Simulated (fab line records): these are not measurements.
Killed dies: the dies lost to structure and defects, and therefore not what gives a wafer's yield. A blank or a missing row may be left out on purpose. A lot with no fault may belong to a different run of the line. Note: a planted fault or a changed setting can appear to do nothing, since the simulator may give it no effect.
Which of the tools did it? / flow n5Finfet / 12 lots with 36 wafers sampled at 2 steps, on a route of 1938 steps

## WHAT EACH GAUGE READ, for each wafer
N5_FIN_SAQP_THK_MEAS_05.
lot=L075; measured=day 2 03:29; on=filmMetro-01; thkNm (nm)=38.7 38.3 39.2
lot=L077; measured=day 2 15:31; on=filmMetro-01; thkNm (nm)=38.2 37.9 38.5
lot=L079; measured=day 3 03:11; on=filmMetro-01; thkNm (nm)=37.6 38.1 38.0
lot=L081; measured=day 3 16:14; on=filmMetro-01; thkNm (nm)=38.2 38.6 38.5
lot=L083; measured=day 4 03:39; on=filmMetro-01; thkNm (nm)=38.2 39.3 39.2
lot=L085; measured=day 4 15:32; on=filmMetro-02; thkNm (nm)=38.3 38.4 38.2
lot=L087; measured=day 5 04:52; on=filmMetro-01; thkNm (nm)=37.3 38.1 39.0
lot=L089; measured=day 5 15:58; on=filmMetro-01; thkNm (nm)=37.9 37.6 38.3
lot=L091; measured=day 6 03:20; on=filmMetro-02; thkNm (nm)=38.0 38.6 38.4
lot=L093; measured=day 6 16:28; on=filmMetro-02; thkNm (nm)=38.4 38.2 39.1
lot=L095; measured=day 7 03:23; on=filmMetro-02; thkNm (nm)=37.5 38.8 39.1
lot=L097; measured=day 7 15:23; on=filmMetro-02; thkNm (nm)=38.0 37.8 38.4

## WHAT TOOL EACH LOT RAN ON (gives the tool, then ch and the chambers of the sampled wafers, and finally the start)
lot=L075; N5_ZERO_LAYER_DESCUM_16=rieDiel-04 ch 0,1,2, day 1 18:41
lot=L077; N5_ZERO_LAYER_DESCUM_16=rieDiel-04 ch 0,2, day 2 06:42
lot=L079; N5_ZERO_LAYER_DESCUM_16=rieDiel-03 ch 1,2,3, day 2 18:56
lot=L081; N5_ZERO_LAYER_DESCUM_16=rieDiel-03 ch 1,2,3, day 3 07:23
lot=L083; N5_ZERO_LAYER_DESCUM_16=rieDiel-06 ch 0,3, day 3 18:41
lot=L085; N5_ZERO_LAYER_DESCUM_16=rieDiel-06 ch 0,1,3, day 4 06:49
lot=L087; N5_ZERO_LAYER_DESCUM_16=rieDiel-03 ch 0,1,2, day 4 18:41
lot=L089; N5_ZERO_LAYER_DESCUM_16=rieDiel-04 ch 1,2,3, day 5 06:48
lot=L091; N5_ZERO_LAYER_DESCUM_16=rieDiel-03 ch 0,2,3, day 5 18:49
lot=L093; N5_ZERO_LAYER_DESCUM_16=rieDiel-06 ch 0,2,3, day 6 06:46
lot=L095; N5_ZERO_LAYER_DESCUM_16=rieDiel-06 ch 1,2, day 6 18:52
lot=L097; N5_ZERO_LAYER_DESCUM_16=rieDiel-06 ch 0,2,3, day 7 06:42
- N5_ZERO_LAYER_DESCUM_16: chemistry O2, time 7.9 s.

## THE ANSWER, worked out from the rows above alone
Rule: the lots themselves supply what counts as usual. The widest of any qualifying gaps counts: lots, ordered by their means at a reading, are off when they make up no more than a third of the lots, leave a main group of 4 or more, and stand apart from it by 3 or more times the standard deviation of that group's means. A main group is skipped when, at the precision printed for the reading in the tables above, its means are all equal. Also off: a lot with no number at a reading for which 4 or more lots have one. Where the step has rows for the other lots, those lots are counted as sound.
No lot is off at any reading shown: from this, nothing can be told.

## WHAT WAS PUT IN BY THE SIMULATOR
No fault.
